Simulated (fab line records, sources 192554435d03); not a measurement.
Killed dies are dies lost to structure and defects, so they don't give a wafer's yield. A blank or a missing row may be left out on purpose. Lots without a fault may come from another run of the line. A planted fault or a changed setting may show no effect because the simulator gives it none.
fab line records | flow n5_finfet
record lots=24 wafers=72 last_day=17
route steps=1938 shown BEOL_M15@1785 PASS1_DEP@1831
lots that met no fault: from a run of the same line without faults
start_h: hours from the record's first day to the start of the lot's first wafer shown | wait_h: hours since the lot's step before | " the same as in the row above | L1.1+2: a row that stands for several wafers | - no value, or no start given | * or withheld: withheld | < > ~ a bound
route shown NAME@n: a module of which the file shows steps, and the number in the route of the first | usual: mean/standard deviation of fault-free wafers | same: alike in all rows | chamber/n: place in a boat | sites: the reading at each site | _std_site: their standard deviation | _edge_site: outer sites' mean less inner sites' | radius_mm: how far each site lies from the wafer's centre | mask NAME#n: copy n | behind: the tool/chamber that last shaped the wafer | hold: why the lot was held/for how many hours/how that ended | device: the transistor (n, p or np) that didn't switch | end of line: the same wafers' tests at the end of the route | a step without rows: its recipe alone | killed: dies lost to structure and defects at the first sort, not the wafer's yield | map: a wafer's dies, x killed, . not, _ none there
set.NAME: the setting as run; set.NAME@STEP: as run at that earlier step | model.NAME: the simulator's own value behind a step, which no gauge read
steps of the route over a sample of lots; a table a step, a row a wafer
services: from which hour (start_h, from the record's first day; less than 0 if before it) a tool's chamber was out of use, for how many hours, and why
## steps
# step N5_BEOL_M15_INSPECT_12
# recipe mode=adi inspect_instrument=macro
# usual raw_defect_count=1.9/1.3
# columns lot.wafer tool chamber start_h wait_h raw_defect_count
L076.2 defect_inspect-01 - 265.93 0.0 1
L076.5 " - " " 2
L076.6 " - " " 1
L074.2 defect_inspect-01 - 269.61 0.0 2
L074.4 " - " " 1
L074.5 " - " " 2
L075.3 defect_inspect-01 - 270.25 0.0 1
L075.5 " - " " 0
L075.6 " - " " 2
L077.2 defect_inspect-02 - 281.89 0.0 5
L077.4 " - " " 1
L077.6 " - " " 1
L078.3 defect_inspect-02 - 293.92 0.0 3
L078.4 " - " " 4
L078.6 " - " " 2
L079.2 defect_inspect-01 - 295.09 0.0 2
L079.3 " - " " 0
L079.4 " - " " 1
L080.2 defect_inspect-02 - 297.06 0.0 0
L080.4 " - " " 1
L080.6 " - " " 2
L081.1 defect_inspect-01 - 302.81 0.0 1
L081.4 " - " " 2
L081.6 " - " " 1
L083.3 defect_inspect-01 - 312.86 0.0 1
L083.4 " - " " 3
L083.5 " - " " 3
L084.2 defect_inspect-02 - 320.43 0.0 2
L084.4 " - " " 2
L084.6 " - " " 3
L082.2 defect_inspect-02 - 323.75 0.0 2
L082.5 " - " " 2
L082.6 " - " " 4
L085.1 defect_inspect-02 - 324.40 0.0 3
L085.2 " - " " 2
L085.6 " - " " 1
L086.2 defect_inspect-01 - 324.73 0.0 4
L086.3 " - " " 1
L086.6 " - " " 3
L087.1 defect_inspect-01 - 332.85 0.0 4
L087.5 " - " " 1
L087.6 " - " " 1
L089.2 defect_inspect-02 - 337.79 0.0 2
L089.4 " - " " 4
L089.5 " - " " 0
L088.1 defect_inspect-02 - 350.22 0.0 1
L088.2 " - " " 0
L088.3 " - " " 2
L092.2 defect_inspect-01 - 350.47 0.0 3
L092.3 " - " " 1
L092.4 " - " " 3
L091.2 defect_inspect-02 - 354.19 0.0 5
L091.3 " - " " 5
L091.6 " - " " 4
L090.2 defect_inspect-02 - 354.24 0.0 2
L090.3 " - " " 1
L090.6 " - " " 1
L093.1 defect_inspect-02 - 357.90 0.0 0
L093.2 " - " " 2
L093.5 " - " " 1
L094.1 defect_inspect-01 - 376.12 0.0 1
L094.5 " - " " 4
L094.6 " - " " 2
L095.1 defect_inspect-01 - 383.68 0.0 5
L095.3 " - " " 2
L095.4 " - " " 4
L096.1 defect_inspect-02 - 385.96 0.0 2
L096.3 " - " " 2
L096.4 " - " " 2
L097.2 defect_inspect-01 - 389.95 0.0 4
L097.4 " - " " 2
L097.5 " - " " 3
# step N5_BEOL_M15_CD_MEAS_28
# recipe target_cd_nm=407.6 landing_energy_ev=500 detector=se_inlens
# usual cd_nm=406.7/2.3
# columns lot.wafer tool chamber start_h wait_h cd_nm
L076.2 cd_sem-02 0 267.38 - 408.6
L076.5 " 0 " " 408.1
L076.6 " 0 " " 412.8
L074.2 cd_sem-03 0 271.20 - 404.6
L074.4 " 0 " " 406.1
L074.5 " 0 " " 404.0
L075.3 cd_sem-02 0 272.23 - 405.0
L075.5 " 0 " " 405.8
L075.6 " 0 " " 406.1
L077.2 cd_sem-03 0 283.63 - 407.9
L077.4 " 0 " " 404.6
L077.6 " 0 " " 402.8
L078.3 cd_sem-03 0 295.75 - 410.7
L078.4 " 0 " " 411.2
L078.6 " 0 " " 410.6
L079.2 cd_sem-01 0 296.68 - 405.3
L079.3 " 0 " " 407.1
L079.4 " 0 " " 406.6
L080.2 cd_sem-02 0 298.76 - 409.4
L080.4 " 0 " " 409.1
L080.6 " 0 " " 408.8
L081.1 cd_sem-02 0 304.47 - 403.7
L081.4 " 0 " " 403.5
L081.6 " 0 " " 403.7
L083.3 cd_sem-03 0 314.71 - 411.6
L083.4 " 0 " " 410.6
L083.5 " 0 " " 410.9
L084.2 cd_sem-02 0 321.96 - 408.5
L084.4 " 0 " " 405.7
L084.6 " 0 " " 404.6
L082.2 cd_sem-03 0 325.17 - 404.2
L082.5 " 0 " " 403.0
L082.6 " 0 " " 406.0
L085.1 cd_sem-02 0 326.17 - 409.4
L085.2 " 0 " " 408.5
L085.6 " 0 " " 409.4
L086.2 cd_sem-02 0 326.56 - 407.6
L086.3 " 0 " " 406.4
L086.6 " 0 " " 408.9
L087.1 cd_sem-02 0 334.39 - 407.2
L087.5 " 0 " " 406.6
L087.6 " 0 " " 409.5
L089.2 cd_sem-01 0 339.61 - 406.4
L089.4 " 0 " " 406.6
L089.5 " 0 " " 405.5
L088.1 cd_sem-01 0 351.81 - 405.8
L088.2 " 0 " " 408.6
L088.3 " 0 " " 406.2
L092.2 cd_sem-02 0 351.98 - 404.3
L092.3 " 0 " " 406.9
L092.4 " 0 " " 404.6
L091.2 cd_sem-01 0 355.75 - 409.6
L091.3 " 0 " " 407.7
L091.6 " 0 " " 406.1
L090.2 cd_sem-02 0 355.92 - 405.3
L090.3 " 0 " " 405.8
L090.6 " 0 " " 406.9
L093.1 cd_sem-03 0 359.43 - 407.4
L093.2 " 0 " " 407.2
L093.5 " 0 " " 407.5
L094.1 cd_sem-01 0 377.79 - 405.8
L094.5 " 0 " " 406.8
L094.6 " 0 " " 405.7
L095.1 cd_sem-02 0 385.27 - 405.1
L095.3 " 0 " " 405.6
L095.4 " 0 " " 407.3
L096.1 cd_sem-01 0 387.65 - 406.0
L096.3 " 0 " " 406.3
L096.4 " 0 " " 404.9
L097.2 cd_sem-02 0 391.44 - 402.0
L097.4 " 0 " " 402.8
L097.5 " 0 " " 402.6
# step N5_BEOL_M15_STRIP_36
# recipe chemistry=O2 power_w=600 temp_c=60 pressure_mtorr=30 rf_frequency_hz=6e+07 bias_power_w=0 overash_fraction=0.3 o2_flow_sccm=225
# usual drypump_motor_current_A=5.5/0.44 oes_product_au=0.84/0.078 rf_vpp_V=3.6/0.89 showerhead_plenum_p_Torr=2.15/0.062 temp_c=60.02/0.13 throttle_valve_pct=16.58/0.23
# same bias_power_w=0
# columns lot.wafer tool chamber start_h wait_h drypump_motor_current_A oes_product_au rf_hours_counter_h rf_vpp_V showerhead_plenum_p_Torr temp_c throttle_valve_pct
L076.2 rie_diel-04 3 267.91 0.2 5.9 0.71 234 3.4 2.18 59.84 17.31
L076.5 " 0 " " 5.6 0.89 - 4.7 2.12 60.08 16.33
L076.6 " 1 " " 5.4 0.72 - 3.6 2.10 60.04 16.72
L074.2 rie_diel-04 1 274.47 2.4 5.3 0.73 186 2.3 2.10 60.21 16.73
L074.4 " 2 " " 5.2 0.83 66 3.2 2.14 60.08 16.45
L074.5 " 2 " " 5.2 0.83 - 3.1 2.14 59.99 16.46
L075.3 rie_diel-02 1 275.32 2.7 6.0 0.95 6 2.6 2.26 59.97 16.23
L075.5 " 1 " " 6.0 0.92 - 2.3 2.26 60.07 16.25
L075.6 " 2 " " 5.5 0.67 - 4.2 2.16 59.76 17.02
L077.2 rie_diel-02 0 284.20 0.2 5.8 0.88 49 2.5 2.22 59.98 16.46
L077.4 " 3 " " 5.9 0.93 - 4.0 2.15 59.91 16.56
L077.6 " 0 " " 5.8 0.88 - 3.1 2.22 60.20 16.46
L078.3 rie_diel-04 0 296.66 0.1 5.6 0.87 56 4.6 2.12 60.26 16.36
L078.4 " 2 " " 5.2 0.82 71 4.3 2.14 60.15 16.42
L078.6 " 3 " " 5.8 0.71 - 3.4 2.18 60.04 17.37
L079.2 rie_diel-04 2 297.34 0.2 5.2 0.83 71 3.6 2.14 60.10 16.39
L079.3 " 0 " " 5.6 0.88 56 3.6 2.12 59.94 16.35
L079.4 " 3 " " 5.8 0.70 241 4.4 2.18 59.74 17.39
L080.2 rie_diel-02 1 299.16 0.0 6.0 0.90 16 4.0 2.25 60.09 16.23
L080.4 " 2 " " 5.5 1.00 1 2.8 2.16 59.81 16.58
L080.6 " 3 " " 5.9 0.91 - 3.4 2.14 60.04 16.60
L081.1 rie_diel-06 0 305.35 0.5 4.8 0.72 237 3.9 1.98 59.94 16.96
L081.4 " 1 " " 5.8 0.83 - 3.8 2.06 59.82 16.69
L081.6 " 0 " " 4.8 0.71 - 3.9 1.98 59.89 16.94
L083.3 rie_diel-02 2 316.28 1.2 5.5 0.96 8 2.9 2.16 60.00 16.62
L083.4 " 1 " " 6.0 0.89 22 3.9 2.25 60.25 16.27
L083.5 " 2 " " 5.5 0.96 - 4.7 2.16 60.03 16.60
L084.2 rie_diel-02 1 322.39 0.1 6.0 0.89 23 1.7 2.25 60.21 16.27
L084.4 " 0 " " 5.8 0.86 63 3.0 2.22 59.97 16.51
L084.6 " 3 " " 5.8 0.89 - 3.9 2.14 59.97 16.61
L082.2 rie_diel-04 1 330.72 4.7 5.3 0.71 204 3.3 2.09 60.27 16.77
L082.5 " 1 " " 5.3 0.71 - 3.4 2.09 60.19 16.77
L082.6 " 0 " " 5.6 0.86 - 4.2 2.11 60.02 16.35
L085.1 rie_diel-02 0 331.28 4.7 5.8 0.86 66 5.2 2.21 60.15 16.47
L085.2 " 3 " " 5.9 0.88 45 3.4 2.14 60.09 16.64
L085.6 " 1 " " 6.0 0.87 - 3.0 2.25 60.12 16.29
L086.2 rie_diel-04 1 331.41 4.5 5.4 0.71 205 3.4 2.09 60.05 16.77
L086.3 " 0 " " 5.6 0.86 69 5.0 2.11 60.12 16.38
L086.6 " 1 " " 5.4 0.72 - 3.9 2.09 59.90 16.79
L087.1 rie_diel-04 1 334.79 0.0 5.4 0.72 207 2.7 2.09 60.02 16.79
L087.5 " 2 " " 5.2 0.81 - 2.2 2.13 60.02 16.46
L087.6 " 1 " " 5.3 0.71 - 4.1 2.09 60.06 16.79
L089.2 rie_diel-06 2 340.55 0.2 4.6 0.84 45 3.0 2.20 60.10 16.50
L089.4 " 2 " " 4.6 0.86 - 3.8 2.20 60.13 16.54
L089.5 " 1 " " 5.8 0.82 - 4.7 2.06 60.10 16.71
L088.1 rie_diel-06 2 353.91 1.7 4.7 0.86 51 2.9 2.19 59.84 16.59
L088.2 " 3 " " 4.8 0.96 12 4.8 2.15 59.86 16.35
L088.3 " 1 " " 5.8 0.83 76 3.6 2.06 59.82 16.71
L092.2 rie_diel-06 1 355.91 3.6 5.8 0.80 77 4.8 2.06 59.72 16.72
L092.3 " 3 " " 4.8 0.95 13 5.6 2.15 60.13 16.36
L092.4 " 2 " " 4.6 0.84 - 1.3 2.19 60.04 16.55
L091.2 rie_diel-02 1 356.22 0.1 6.0 0.86 36 3.5 2.25 59.96 16.31
L091.3 " 0 " " 5.8 0.84 75 3.5 2.21 60.08 16.52
L091.6 " 0 " " 5.8 0.85 - 3.0 2.21 60.11 16.49
L090.2 rie_diel-02 2 358.76 2.4 5.5 0.93 22 3.7 2.15 60.21 16.62
L090.3 " 0 " " 5.8 0.86 76 4.4 2.21 60.27 16.52
L090.6 " 2 " " 5.5 0.92 - 3.9 2.15 60.00 16.61
L093.1 rie_diel-06 2 360.07 0.3 4.6 0.84 54 3.9 2.19 60.12 16.51
L093.2 " 3 " " 4.8 0.95 15 3.9 2.15 60.03 16.35
L093.5 " 3 " " 4.8 0.94 - 2.5 2.15 59.91 16.34
L094.1 rie_diel-02 0 378.34 0.0 5.8 0.85 82 4.2 2.21 60.08 16.54
L094.5 " 3 " " 5.9 0.88 - 4.1 2.13 60.17 16.65
L094.6 " 2 " " 5.5 0.92 - 2.8 2.15 60.17 16.62
L095.1 rie_diel-06 0 385.94 0.3 4.8 0.97 4 4.0 2.24 60.05 16.53
L095.3 " 2 " " 4.6 0.81 62 6.3 2.19 60.14 16.59
L095.4 " 0 " " 4.8 0.97 - 2.9 2.24 59.98 16.53
L096.1 rie_diel-06 3 390.64 2.6 4.8 0.93 19 2.2 2.15 59.85 16.34
L096.3 " 1 " " 5.8 0.80 89 6.0 2.05 60.02 16.77
L096.4 " 2 " " 4.7 0.81 64 2.7 2.19 59.87 16.55
L097.2 rie_diel-04 3 393.45 1.6 5.9 0.91 16 2.9 2.17 59.81 16.91
L097.4 " 2 " " 5.2 0.78 103 3.4 2.13 59.82 16.47
L097.5 " 1 " " 5.3 0.69 - 3.3 2.09 59.90 16.79
# step N5_BEOL_M15_STRIP_37
# recipe chemistry=O2 power_w=600 temp_c=60 pressure_mtorr=30 rf_frequency_hz=6e+07 bias_power_w=0 overash_fraction=0.3 o2_flow_sccm=225
# usual drypump_motor_current_A=5.5/0.44 oes_product_au=0.84/0.077 rf_vpp_V=3.6/0.58 showerhead_plenum_p_Torr=2.15/0.062 temp_c=60.01/0.12 throttle_valve_pct=16.58/0.23
# same bias_power_w=0
# columns lot.wafer tool chamber start_h wait_h drypump_motor_current_A oes_product_au rf_hours_counter_h rf_vpp_V showerhead_plenum_p_Torr temp_c throttle_valve_pct
L076.2 rie_diel-04 3 - - 5.9 0.71 234 3.5 2.18 60.04 17.34
L076.5 " 0 " " 5.6 0.89 - 3.4 2.12 60.04 16.35
L076.6 " 1 " " 5.4 0.73 - 3.8 2.10 60.07 16.74
L074.2 rie_diel-04 1 - - 5.3 0.73 186 3.6 2.10 59.90 16.74
L074.4 " 2 " " 5.2 0.84 66 3.8 2.14 59.98 16.42
L074.5 " 2 " " 5.2 0.84 - 3.3 2.14 59.90 16.41
L075.3 rie_diel-02 1 - - 6.0 0.94 6 2.7 2.26 59.97 16.26
L075.5 " 1 " " 6.0 0.94 - 3.6 2.26 60.06 16.25
L075.6 " 2 " " 5.5 0.67 - 3.3 2.16 59.79 17.03
L077.2 rie_diel-02 0 - - 5.8 0.88 50 3.0 2.22 59.81 16.45
L077.4 " 3 " " 5.9 0.92 - 2.8 2.14 59.88 16.59
L077.6 " 0 " " 5.8 0.89 - 5.2 2.22 60.19 16.47
L078.3 rie_diel-04 0 - - 5.5 0.88 56 3.0 2.12 60.13 16.35
L078.4 " 2 " " 5.2 0.82 71 4.7 2.14 59.99 16.44
L078.6 " 3 " " 5.9 0.71 - 4.8 2.18 59.84 17.39
L079.2 rie_diel-04 2 - - 5.2 0.83 71 3.1 2.14 60.08 16.43
L079.3 " 0 " " 5.6 0.87 56 3.2 2.12 60.09 16.34
L079.4 " 3 " " 5.9 0.70 241 3.9 2.18 60.00 17.35
L080.2 rie_diel-02 1 - - 6.0 0.89 16 3.4 2.25 60.09 16.25
L080.4 " 2 " " 5.5 1.00 1 4.2 2.16 59.80 16.58
L080.6 " 3 " " 5.9 0.90 - 3.4 2.14 59.92 16.60
L081.1 rie_diel-06 0 - - 4.8 0.71 237 4.0 1.98 60.15 16.97
L081.4 " 1 " " 5.8 0.85 - 3.7 2.06 60.03 16.70
L081.6 " 0 " " 4.8 0.72 - 3.6 1.98 60.23 16.94
L083.3 rie_diel-02 2 - - 5.5 0.97 8 4.6 2.16 60.00 16.58
L083.4 " 1 " " 6.0 0.90 22 3.4 2.25 60.07 16.29
L083.5 " 2 " " 5.5 0.97 - 4.3 2.16 59.96 16.61
L084.2 rie_diel-02 1 - - 6.0 0.90 23 2.8 2.25 60.28 16.29
L084.4 " 0 " " 5.8 0.86 63 4.0 2.21 60.05 16.47
L084.6 " 3 " " 5.9 0.89 - 3.4 2.14 59.88 16.61
L082.2 rie_diel-04 1 - - 5.3 0.71 204 2.6 2.09 60.07 16.78
L082.5 " 1 " " 5.4 0.71 - 4.7 2.09 60.02 16.78
L082.6 " 0 " " 5.6 0.87 - 3.1 2.11 60.07 16.37
L085.1 rie_diel-02 0 - - 5.9 0.87 66 3.5 2.21 60.07 16.51
L085.2 " 3 " " 5.9 0.88 45 4.4 2.14 60.23 16.64
L085.6 " 1 " " 6.0 0.88 - 4.2 2.25 59.91 16.28
L086.2 rie_diel-04 1 - - 5.4 0.72 205 4.7 2.09 59.90 16.79
L086.3 " 0 " " 5.6 0.87 69 3.8 2.11 60.05 16.36
L086.6 " 1 " " 5.4 0.71 - 3.8 2.09 60.03 16.78
L087.1 rie_diel-04 1 - - 5.4 0.70 207 4.0 2.09 60.10 16.79
L087.5 " 2 " " 5.2 0.80 - 3.5 2.13 59.99 16.46
L087.6 " 1 " " 5.3 0.71 - 3.2 2.09 60.20 16.77
L089.2 rie_diel-06 2 - - 4.6 0.85 45 4.4 2.20 59.93 16.53
L089.4 " 2 " " 4.6 0.85 - 3.5 2.20 59.88 16.51
L089.5 " 1 " " 5.8 0.83 - 2.4 2.06 59.88 16.71
L088.1 rie_diel-06 2 - - 4.6 0.84 51 3.0 2.20 59.95 16.53
L088.2 " 3 " " 4.8 0.94 12 4.2 2.15 60.02 16.33
L088.3 " 1 " " 5.8 0.82 76 3.6 2.06 60.07 16.72
L092.2 rie_diel-06 1 - - 5.8 0.82 77 3.2 2.06 60.07 16.74
L092.3 " 3 " " 4.8 0.94 13 3.6 2.15 59.86 16.33
L092.4 " 2 " " 4.6 0.84 - 3.9 2.19 60.05 16.54
L091.2 rie_diel-02 1 - - 6.0 0.85 36 4.4 2.25 59.89 16.31
L091.3 " 0 " " 5.8 0.85 75 3.4 2.21 60.02 16.51
L091.6 " 0 " " 5.8 0.85 - 3.9 2.21 60.20 16.51
L090.2 rie_diel-02 2 - - 5.5 0.93 22 3.4 2.15 60.16 16.62
L090.3 " 0 " " 5.8 0.85 77 2.7 2.21 60.06 16.49
L090.6 " 2 " " 5.5 0.93 - 3.6 2.15 60.09 16.62
L093.1 rie_diel-06 2 - - 4.7 0.84 54 4.0 2.19 60.09 16.57
L093.2 " 3 " " 4.8 0.93 15 2.6 2.15 59.88 16.35
L093.5 " 3 " " 4.8 0.93 - 3.9 2.15 59.92 16.33
L094.1 rie_diel-02 0 - - 5.8 0.84 82 3.7 2.21 59.86 16.53
L094.5 " 3 " " 5.9 0.87 - 2.6 2.13 59.89 16.65
L094.6 " 2 " " 5.5 0.91 - 4.1 2.15 60.17 16.63
L095.1 rie_diel-06 0 - - 4.8 0.96 4 3.6 2.24 60.14 16.52
L095.3 " 2 " " 4.6 0.82 62 3.8 2.19 59.99 16.55
L095.4 " 0 " " 4.8 0.97 - 3.4 2.24 59.97 16.49
L096.1 rie_diel-06 3 - - 4.8 0.93 19 3.2 2.15 59.88 16.33
L096.3 " 1 " " 5.8 0.80 89 3.7 2.05 60.03 16.74
L096.4 " 2 " " 4.7 0.83 64 4.5 2.19 59.88 16.56
L097.2 rie_diel-04 3 - - 5.9 0.91 16 3.9 2.17 60.11 16.91
L097.4 " 2 " " 5.2 0.79 103 3.5 2.13 59.98 16.47
L097.5 " 1 " " 5.3 0.70 - 3.2 2.09 59.93 16.81
# step N5_BEOL_M15_SPUTTER_44
# recipe material=Ta target_thk_a=150 temp_c=50 bias_v=80 power_w=15000 chamber_pressure_pa=0.07 time_s=24.19
# usual cathode_dc_power_W=15000/3.1 substrate_temp_c=50.00/0.11 susceptor_temp_C=50.00/0.13 throttle_valve_pct=29.8/1.2
# columns lot.wafer tool chamber start_h wait_h cathode_dc_power_W substrate_temp_c susceptor_temp_C throttle_valve_pct
L076.2 pvd_sputter-01 - 269.00 0.0 15001 50.04 50.10 29.0
L076.5 " - " " 15003 50.04 50.00 30.9
L076.6 " - " " 14996 50.15 50.02 29.1
L074.2 pvd_sputter-01 - 275.52 0.0 14998 49.93 50.01 27.9
L074.4 " - " " 15001 50.23 50.17 30.8
L074.5 " - " " 14995 50.05 49.83 29.2
L075.3 pvd_sputter-03 - 275.94 0.0 14995 49.98 50.09 30.4
L075.5 " - " " 15004 50.25 49.93 30.2
L075.6 " - " " 14998 50.12 50.05 30.4
L077.2 pvd_sputter-01 - 284.78 0.0 15003 50.09 49.96 31.1
L077.4 " - " " 15001 50.03 49.82 27.7
L077.6 " - " " 15006 49.91 49.97 27.7
L078.3 pvd_sputter-02 - 297.34 0.0 15011 49.98 49.77 30.1
L078.4 " - " " 14999 49.92 49.79 29.5
L078.6 " - " " 15000 49.96 49.81 29.7
L079.2 pvd_sputter-02 - 298.20 0.0 15001 50.03 50.21 30.2
L079.3 " - " " 15000 50.06 50.06 28.6
L079.4 " - " " 15001 50.00 50.00 29.4
L080.2 pvd_sputter-02 - 299.68 0.0 14999 49.93 50.13 29.9
L080.4 " - " " 15000 49.93 49.78 31.3
L080.6 " - " " 15002 50.12 49.92 30.9
L081.1 pvd_sputter-03 - 306.39 0.0 14995 50.01 50.27 30.1
L081.4 " - " " 15001 50.01 49.93 29.1
L081.6 " - " " 15001 49.84 49.99 29.3
L083.3 pvd_sputter-01 - 317.23 0.0 15000 50.00 49.94 27.9
L083.4 " - " " 14994 49.98 50.06 30.9
L083.5 " - " " 15000 49.92 49.95 29.0
L084.2 pvd_sputter-02 - 323.06 0.0 14999 49.92 50.04 29.5
L084.4 " - " " 14995 50.06 49.95 30.1
L084.6 " - " " 15000 50.09 50.11 29.6
L082.2 pvd_sputter-01 - 331.41 0.0 14999 50.06 49.99 27.7
L082.5 " - " " 15005 50.19 50.14 29.0
L082.6 " - " " 14997 49.86 49.83 31.2
L085.1 pvd_sputter-02 - 331.90 0.0 15001 50.10 50.00 29.2
L085.2 " - " " 14999 49.89 49.74 30.2
L085.6 " - " " 14995 49.83 50.01 31.4
L086.2 pvd_sputter-01 - 331.95 0.0 14998 50.15 50.07 27.8
L086.3 " - " " 15002 50.11 49.81 32.0
L086.6 " - " " 15003 49.88 49.93 29.3
L087.1 pvd_sputter-02 - 335.34 0.0 15000 49.94 50.17 31.4
L087.5 " - " " 15002 50.12 50.08 29.3
L087.6 " - " " 15000 50.18 49.93 30.0
L089.2 pvd_sputter-01 - 341.26 0.0 14993 50.13 50.01 31.1
L089.4 " - " " 15005 49.99 50.11 31.9
L089.5 " - " " 14997 49.96 50.00 27.9
L088.1 pvd_sputter-02 - 354.92 0.0 15000 50.11 50.11 30.0
L088.2 " - " " 15002 49.87 50.06 29.5
L088.3 " - " " 15000 50.08 49.79 31.6
L092.2 pvd_sputter-03 - 356.54 0.0 15004 49.93 50.12 30.1
L092.3 " - " " 14993 49.92 50.17 30.3
L092.4 " - " " 14995 50.04 49.92 29.3
L091.2 pvd_sputter-03 - 357.14 0.0 14995 49.93 50.06 30.4
L091.3 " - " " 15000 49.93 50.00 29.4
L091.6 " - " " 15000 50.03 49.63 28.9
L090.2 pvd_sputter-03 - 359.74 0.0 14997 50.19 50.10 30.4
L090.3 " - " " 14997 50.01 50.29 29.2
L090.6 " - " " 14999 49.92 50.25 29.2
L093.1 pvd_sputter-01 - 360.61 0.0 14996 49.92 49.96 31.0
L093.2 " - " " 15001 49.76 49.74 32.0
L093.5 " - " " 14996 50.02 50.07 27.6
L094.1 pvd_sputter-02 - 378.85 0.0 14993 50.13 50.00 28.1
L094.5 " - " " 14996 49.87 50.10 30.1
L094.6 " - " " 14998 50.12 50.06 28.4
L095.1 pvd_sputter-03 - 386.74 0.0 14997 49.95 50.14 29.1
L095.3 " - " " 14995 50.11 50.17 30.3
L095.4 " - " " 14997 50.07 50.19 29.4
L096.1 pvd_sputter-03 - 391.32 0.0 15005 49.99 50.12 29.3
L096.3 " - " " 14997 49.70 50.06 30.4
L096.4 " - " " 15001 50.07 49.90 30.2
L097.2 pvd_sputter-03 - 394.38 0.0 15001 50.01 49.94 29.4
L097.4 " - " " 15006 49.98 49.92 30.2
L097.5 " - " " 15001 49.88 49.98 30.2
# step N5_PASSIVATION_PECVD_00
# recipe material=SiO2 target_thk_a=2000 temp_c=400 precursor=SiH4/N2O pressure_torr=2.7 rf_w=608 time_s=11.2
# usual heater_power_w=671/110 showerhead_plenum_p_Torr=8.20/0.086 showerhead_vpp_V=1552/51 susceptor_temp_C=400.04/0.21 throttle_valve_pct=51/3.5
# columns lot.wafer tool chamber start_h wait_h heater_power_w showerhead_plenum_p_Torr showerhead_vpp_V susceptor_temp_C throttle_valve_pct
L076.2 pecvd-02 2 271.21 0.7 644 8.24 1573 399.91 53
L076.5 " 2 " " 654 8.25 1599 399.84 53
L076.6 " 1 " " 667 8.24 1552 399.92 48
L074.2 pecvd-03 2 278.01 0.7 765 7.93 1572 400.20 46
L074.4 " 0 " " 716 8.22 1570 400.10 52
L074.5 " 1 " " 632 8.28 1500 400.06 53
L075.3 pecvd-03 0 278.91 0.5 754 8.23 1571 399.91 52
L075.5 " 1 " " 612 8.28 1475 400.00 53
L075.6 " 2 " " 786 7.92 1527 399.99 46
L077.2 pecvd-02 0 288.87 0.7 903 8.19 1646 400.17 56
L077.4 " 2 " " 592 8.26 1581 399.89 53
L077.6 " 2 " " 607 8.23 1547 399.96 53
L078.3 pecvd-03 2 299.51 0.5 818 7.96 1544 400.18 46
L078.4 " 0 " " 690 8.25 1572 399.96 52
L078.6 " 2 " " 835 7.93 1540 399.84 47
L079.2 pecvd-02 1 300.49 0.7 733 8.22 1548 400.23 48
L079.3 " 2 " " 637 8.23 1593 400.05 53
L079.4 " 1 " " 760 8.23 1579 400.18 48
L080.2 pecvd-03 0 301.99 0.7 695 8.25 1550 400.19 52
L080.4 " 0 " " 698 8.26 1553 400.21 52
L080.6 " 1 " " 629 8.27 1512 399.92 52
L081.1 pecvd-01 0 308.56 0.8 490 8.27 1543 400.04 54
L081.4 " 2 " " 758 8.12 1630 400.32 48
L081.6 " 1 " " 683 8.18 1467 399.87 47
L083.3 pecvd-02 0 319.41 0.5 799 8.17 1628 400.11 56
L083.4 " 0 " " 827 8.18 1631 400.14 56
L083.5 " 1 " " 675 8.21 1593 400.23 47
L084.2 pecvd-02 1 325.30 0.7 720 8.25 1556 400.20 48
L084.4 " 1 " " 732 8.26 1560 400.01 48
L084.6 " 2 " " 607 8.24 1589 400.28 53
L082.2 pecvd-02 2 333.85 0.7 611 8.25 1580 399.99 53
L082.5 " 2 " " 625 8.24 1594 400.03 53
L082.6 " 0 " " 884 8.16 1601 399.94 56
L085.1 pecvd-01 1 334.12 0.8 694 8.19 1494 399.96 47
L085.2 " 2 " " 686 8.10 1595 399.85 48
L085.6 " 2 " " 724 8.11 1635 400.09 48
L086.2 pecvd-02 2 334.78 0.7 595 8.25 1585 399.92 53
L086.3 " 1 " " 676 8.24 1563 400.55 48
L086.6 " 2 " " 582 8.24 1564 399.77 53
L087.1 pecvd-01 0 338.40 0.8 493 8.26 1510 400.05 54
L087.5 " 0 " " 509 8.28 1532 400.20 54
L087.6 " 2 " " 749 8.12 1636 400.00 48
L089.2 pecvd-01 2 343.47 0.7 723 8.11 1623 399.92 48
L089.4 " 1 " " 680 8.16 1469 399.96 47
L089.5 " 0 " " 552 8.30 1524 399.84 54
L088.1 pecvd-01 0 357.12 0.8 453 8.27 1543 400.59 54
L088.2 " 1 " " 584 8.20 1486 400.35 47
L088.3 " 1 " " 610 8.16 1448 400.35 47
L092.2 pecvd-01 0 358.82 0.7 458 8.27 1537 399.91 54
L092.3 " 0 " " 464 8.30 1514 400.05 54
L092.4 " 1 " " 719 8.17 1476 400.00 47
L091.2 pecvd-01 1 359.39 0.7 720 8.18 1474 399.89 47
L091.3 " 0 " " 466 8.28 1522 400.09 54
L091.6 " 0 " " 481 8.25 1540 400.29 54
L090.2 pecvd-01 0 361.96 0.7 527 8.28 1533 400.03 54
L090.3 " 0 " " 527 8.28 1529 400.03 54
L090.6 " 0 " " 527 8.26 1524 399.83 54
L093.1 pecvd-01 1 362.90 0.8 695 8.19 1485 399.81 47
L093.2 " 0 " " 474 8.26 1525 399.93 54
L093.5 " 0 " " 506 8.28 1508 400.04 54
L094.1 pecvd-01 0 381.50 0.8 513 8.29 1551 400.40 54
L094.5 " 0 " " 522 8.26 1538 399.90 54
L094.6 " 1 " " 732 8.18 1464 399.71 47
L095.1 pecvd-03 2 389.19 0.8 744 7.94 1582 399.67 47
L095.3 " 0 " " 798 8.22 1549 399.82 53
L095.4 " 2 " " 754 7.95 1548 399.83 47
L096.1 pecvd-02 0 393.49 0.8 833 8.21 1602 399.95 56
L096.3 " 0 " " 835 8.16 1620 399.72 56
L096.4 " 2 " " 522 8.23 1591 400.04 54
L097.2 pecvd-02 2 396.58 0.7 599 8.25 1584 399.77 54
L097.4 " 2 " " 609 8.24 1592 400.11 54
L097.5 " 2 " " 618 8.24 1589 400.11 54
## services
# columns tool chamber start_h hours kind
rie_diel-02 1 252.83 7.7 repair
rie_diel-02 2 284.20 - clean
rie_diel-02 2 284.20 - consumable_replace:focus_ring
rie_diel-02 2 284.20 12.1 scheduled_down
rie_diel-02 2 284.20 12.1 vent_cycle
rie_diel-06 2 287.31 3.1 repair
rie_diel-06 3 298.34 - clean
rie_diel-06 3 298.34 - consumable_replace:focus_ring
pecvd-02 0 303.55 6.0 repair
pecvd-02 - 308.59 2.8 pm
rie_diel-04 3 322.86 - clean
rie_diel-04 3 322.86 - consumable_replace:focus_ring
rie_diel-04 3 322.86 13.7 scheduled_down
rie_diel-04 3 322.86 13.7 vent_cycle
rie_diel-06 3 340.10 5.4 repair
pecvd-01 - 343.73 6.1 repair
rie_diel-06 0 345.68 - clean
pecvd-03 - 346.86 1.4 repair
rie_diel-02 3 348.83 14.2 repair
pecvd-01 2 356.82 17.4 repair
rie_diel-06 3 361.08 4.9 repair
pecvd-03 - 377.81 1.3 repair
rie_diel-06 3 377.92 12.4 repair
pecvd-03 - 381.63 3.4 repair
## key
fault none
